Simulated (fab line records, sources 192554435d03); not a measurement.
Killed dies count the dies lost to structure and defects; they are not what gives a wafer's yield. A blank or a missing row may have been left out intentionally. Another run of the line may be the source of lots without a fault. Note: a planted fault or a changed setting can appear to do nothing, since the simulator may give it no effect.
fab line records	flow n5Finfet	part 2 of 2: steps 17 to 26 of 26
[record] lots = 5	wafers = 15	lastDay = 17
route steps=1938 shown BEOL_M4@1062
lots that met no fault: from a run of the same line without faults
startH: hours from the record's first day to the start of the lot's first wafer shown	waitH: how many hours have passed since the lot's step before this one	" unchanged from the row above	L1.1+2: a row that stands for several wafers	- no value, or no start was given	* or withheld: withheld	< > ~ a bound
route shown NAME@n: NAME is a module with steps in the file, n the number in the route of the first one	usual: average and standard deviation across the fault-free wafers	same: alike in all rows	chamber/n: place in a boat	sites: each site's reading	_std_site: how widely they spread, as a standard deviation	_edge_site: mean of outer sites minus mean of inner sites	radiusMm: for every site, how far away it sits from the centre of the wafer	mask NAME#n: copy n	behind: tool/chamber where the wafer was last shaped	hold: cause of the lot's hold/its duration in hours/its outcome	device: the transistor (n, p or np) that didn't switch	end of line: tests of these same wafers at the route's end	a step without rows: its recipe alone	killed: count of dies lost to structure and defects at first sort (not the wafer's yield)	map: per-die view of a wafer (x killed, . not killed, _ where there is no die)
set.NAME: the run value of the setting; set.NAME@STEP: its run value at that earlier step	model.NAME: the simulator's own value behind a step, which no gauge read
lots seen at some steps along the route; tables by step, rows by wafer
services: the hour from which a tool's chamber was out of use, counted from the record's first day as startH (under 0 if before that day), plus the number of hours and why
[[steps]]
[step N5_BEOL_M4_CD_MEAS_35]
[recipe] targetCdNm = 18	targetCdYNm = 22.4	polarity = opening
[usual] cdNm = 18.1/0.41
lot.wafer	tool	chamber	startH	waitH	cdNm
L074.1	cdSem-03	-	170.01	0.0	18.5
L074.3	"	-	"	"	18.8
L074.6	"	-	"	"	17.8
L082.4	cdSem-02	-	210.17	0.0	18.4
L082.5	"	-	"	"	17.9
L082.6	"	-	"	"	17.1
L083.1	cdSem-03	-	217.60	0.0	18.1
L083.3	"	-	"	"	18.3
L083.4	"	-	"	"	17.9
L093.1	cdSem-02	-	280.00	0.0	18.2
L093.4	"	-	"	"	18.6
L093.6	"	-	"	"	18.7
L097.1	cdSem-01	-	302.99	0.0	18.2
L097.2	"	-	"	"	18.6
L097.4	"	-	"	"	18.2
[step N5_BEOL_M4_DEGAS_44]
[recipe] ambient = vacuum	tempC = 250	timeS = 60
[usual] heaterPowerW = 327/25
lot.wafer	tool	chamber	startH	waitH	heaterPowerW
L074.1	pvdSputter-02	-	170.54	0.5	368
L074.3	"	-	"	"	338
L074.6	"	-	"	"	374
L082.4	pvdSputter-03	-	210.53	0.4	287
L082.5	"	-	"	"	312
L082.6	"	-	"	"	289
L083.1	pvdSputter-02	-	217.84	0.2	304
L083.3	"	-	"	"	311
L083.4	"	-	"	"	365
L093.1	pvdSputter-03	-	280.69	0.7	291
L093.4	"	-	"	"	326
L093.6	"	-	"	"	286
L097.1	pvdSputter-02	-	303.03	0.0	373
L097.2	"	-	"	"	353
L097.4	"	-	"	"	305
[step N5_BEOL_M4_PRE_CLEAN_45]
[recipe] gas = H2/He	timeS = 30	tempC = 250
[usual] heaterPowerW = 327/24
lot.wafer	tool	chamber	startH	waitH	heaterPowerW
L074.1	pvdSputter-02	-	170.58	0.0	374
L074.3	"	-	"	"	346
L074.6	"	-	"	"	370
L082.4	pvdSputter-03	-	210.57	0.0	281
L082.5	"	-	"	"	312
L082.6	"	-	"	"	293
L083.1	pvdSputter-02	-	217.88	0.0	310
L083.3	"	-	"	"	303
L083.4	"	-	"	"	364
L093.1	pvdSputter-03	-	280.73	0.0	290
L093.4	"	-	"	"	324
L093.6	"	-	"	"	294
L097.1	pvdSputter-02	-	303.07	0.0	370
L097.2	"	-	"	"	354
L097.4	"	-	"	"	305
[step N5_BEOL_M4_ALD_84]
[recipe] material = TaN	targetThkA = *	tempC = 275	aldPrecursorFamily = PDMAT	aldCoReactant = NH3	pressureTorr = 3	carrierFlowSccm = 1500	pulseTimeS = 2	purgeTimeS = 3	coReactantPurgeTimeS = 2	coReactantPulseTimeS = 3	aldCycles = 30	precursorVesselTempC = 75	precursorVesselPressureTorr = 26.25	precursorVesselCarrierSccm = 1000
[usual] heaterPowerW = 425/63
lot.wafer	tool	chamber	startH	waitH	heaterPowerW	sinceWetCleanH
L074.1	aldMetal-01	2	170.64	0.0	400	5987
L074.3	"	1	"	"	556	5987
L074.6	"	2	"	"	414	-
L082.4	aldMetal-03	1	210.63	0.0	395	1412
L082.5	"	1	"	"	405	-
L082.6	"	0	"	"	510	-
L083.1	aldMetal-02	1	217.96	0.1	455	4496
L083.3	"	0	"	"	491	4496
L083.4	"	2	"	"	373	4496
L093.1	aldMetal-01	0	280.81	0.1	355	6098
L093.4	"	3	"	"	337	-
L093.6	"	1	"	"	567	-
L097.1	aldMetal-02	2	303.13	0.0	376	4581
L097.2	"	3	"	"	484	4581
L097.4	"	0	"	"	490	4581
[step N5_BEOL_M4_SURFACE_TREAT_85]
[recipe] gas = Ar	timeS = *	ionEnergyEv = *	ionCurrentMaCm2 = 0.5	pressureMtorr = *	arFlowSccm = 30
[usual] throttleValvePct = *
lot.wafer	tool	chamber	startH	waitH	throttleValvePct
L074.1	pvdSputter-03	-	170.93	0.2	*
L074.3	"	-	"	"	*
L074.6	"	-	"	"	*
L082.4	pvdSputter-03	-	210.86	0.1	*
L082.5	"	-	"	"	*
L082.6	"	-	"	"	*
L083.1	pvdSputter-01	-	218.21	0.1	*
L083.3	"	-	"	"	*
L083.4	"	-	"	"	*
L093.1	pvdSputter-03	-	281.17	0.3	*
L093.4	"	-	"	"	*
L093.6	"	-	"	"	*
L097.1	pvdSputter-03	-	303.43	0.2	*
L097.2	"	-	"	"	*
L097.4	"	-	"	"	*
[step N5_BEOL_M4_CVD_47]
[recipe] material = Co	targetThkA = 30	tempC = withheld	precursor = CCTBA/H2	pressureTorr = 30	timeS = 223.8
lot.wafer	tool	chamber	startH	waitH	sinceWetCleanH
L074.1	cvdCo-01	0	171.06	0.1	931
L074.3	"	0	"	"	-
L074.6	"	0	"	"	-
L082.4	cvdCo-02	1	210.99	0.1	-
L082.5	"	0	"	"	-
L082.6	"	1	"	"	-
L083.1	cvdCo-01	1	218.52	0.3	82
L083.3	"	1	"	"	-
L083.4	"	0	"	"	-
L093.1	cvdCo-01	0	281.28	0.1	1041
L093.4	"	0	"	"	-
L093.6	"	0	"	"	-
L097.1	cvdCo-01	1	303.49	0.0	167
L097.2	"	0	"	"	1064
L097.4	"	1	"	"	-
[step N5_BEOL_M4_SPUTTER_48]
[recipe] material = Cu	targetThkA = 45	tempC = -20	chamberPressurePa = 0.07	powerW = withheld	timeS = 8.29
[usual] chuckSensorTempC = -15.6/0.47	throttleValvePct = 29.9/0.94
lot.wafer	tool	chamber	startH	waitH	chuckSensorTempC	throttleValvePct
L074.1	pvdSputter-01	-	171.34	0.2	-15.3	31.4
L074.3	"	-	"	"	-16.2	29.3
L074.6	"	-	"	"	-15.8	29.7
L082.4	pvdSputter-03	-	211.16	0.1	-16.0	28.8
L082.5	"	-	"	"	-15.6	29.9
L082.6	"	-	"	"	-15.2	30.2
L083.1	pvdSputter-01	-	218.89	0.3	-15.5	31.5
L083.3	"	-	"	"	-15.6	29.9
L083.4	"	-	"	"	-15.8	30.8
L093.1	pvdSputter-02	-	281.65	0.3	-14.7	30.8
L093.4	"	-	"	"	-16.0	29.4
L093.6	"	-	"	"	-14.8	30.9
L097.1	pvdSputter-02	-	303.73	0.2	-16.0	29.6
L097.2	"	-	"	"	-15.1	27.9
L097.4	"	-	"	"	-14.8	31.0
[step N5_BEOL_M4_ANNEAL_49]
[recipe] tempC = 400	timeS = 240	ambient = vacuum
[usual] heaterPowerW = 807/57
lot.wafer	tool	chamber	startH	waitH	heaterPowerW
L074.1	pvdSputter-01	-	171.42	0.0	813
L074.3	"	-	"	"	886
L074.6	"	-	"	"	823
L082.4	pvdSputter-03	-	211.24	0.0	771
L082.5	"	-	"	"	769
L082.6	"	-	"	"	713
L083.1	pvdSputter-01	-	218.97	0.0	791
L083.3	"	-	"	"	801
L083.4	"	-	"	"	870
L093.1	pvdSputter-02	-	281.73	0.0	766
L093.4	"	-	"	"	869
L093.6	"	-	"	"	756
L097.1	pvdSputter-02	-	303.81	0.0	870
L097.2	"	-	"	"	931
L097.4	"	-	"	"	754
[step N5_BEOL_M4_SPUTTER_79]
[recipe] material = Cu	targetThkA = 45	tempC = -20	chamberPressurePa = 0.07	powerW = withheld	timeS = 8.29
[usual] chuckSensorTempC = -15.6/0.47	throttleValvePct = 29.9/0.97
lot.wafer	tool	chamber	startH	waitH	chuckSensorTempC	throttleValvePct
L074.1	pvdSputter-01	-	171.56	0.1	-15.7	31.6
L074.3	"	-	"	"	-16.2	29.2
L074.6	"	-	"	"	-15.7	30.0
L082.4	pvdSputter-03	-	211.38	0.1	-15.8	28.7
L082.5	"	-	"	"	-15.8	30.3
L082.6	"	-	"	"	-15.1	30.2
L083.1	pvdSputter-01	-	219.11	0.1	-15.8	31.9
L083.3	"	-	"	"	-15.7	29.7
L083.4	"	-	"	"	-15.9	31.1
L093.1	pvdSputter-02	-	281.87	0.1	-14.7	31.1
L093.4	"	-	"	"	-16.0	29.6
L093.6	"	-	"	"	-14.7	31.1
L097.1	pvdSputter-02	-	303.95	0.1	-16.0	29.4
L097.2	"	-	"	"	-14.9	27.7
L097.4	"	-	"	"	-14.7	31.1
[step N5_BEOL_M4_ANNEAL_80]
[recipe] tempC = 400	timeS = 240	ambient = vacuum
[usual] heaterPowerW = 806/57
lot.wafer	tool	chamber	startH	waitH	heaterPowerW
L074.1	pvdSputter-01	-	171.64	0.0	802
L074.3	"	-	"	"	851
L074.6	"	-	"	"	830
L082.4	pvdSputter-03	-	211.46	0.0	775
L082.5	"	-	"	"	791
L082.6	"	-	"	"	718
L083.1	pvdSputter-01	-	219.19	0.0	807
L083.3	"	-	"	"	819
L083.4	"	-	"	"	875
L093.1	pvdSputter-02	-	281.95	0.0	758
L093.4	"	-	"	"	875
L093.6	"	-	"	"	766
L097.1	pvdSputter-02	-	304.03	0.0	858
L097.2	"	-	"	"	947
L097.4	"	-	"	"	762
[[services]]
tool	chamber	startH	hours	kind
rieDiel-04	0	146.67	-	clean
rieDiel-04	0	146.67	-	consumableReplace:focusRing
rieDiel-04	0	146.67	13.9	scheduledDown
cvdCo-01	2	149.45	242.0	repair
cvdCo-01	-	153.22	14.6	pm
aldSin-01	3	156.05	4.9	repair
cvdCo-02	0	170.03	4.6	repair
cvdCo-01	-	176.37	1.5	repair
aldSin-04	-	176.76	14.0	pm
aldMetal-02	-	186.28	0.5	repair
cvdCo-01	-	187.30	0.4	repair
rieDiel-01	3	195.47	16.5	repair
rieDiel-04	0	199.60	4.3	repair
cvdCo-02	-	201.09	1.2	repair
aldSin-01	1	201.62	27.1	repair
cvdCo-02	2	210.82	15.3	repair
aldSin-02	1	226.46	17.7	repair
aldSin-01	-	236.12	1.2	repair
aldMetal-01	-	249.17	8.7	pm
rieDiel-01	-	259.93	15.6	pm
aldSin-01	-	268.25	14.0	pm
aldMetal-01	2	273.62	11.8	repair
aldMetal-01	-	279.51	0.6	repair
rieDiel-01	1	286.84	1.3	repair
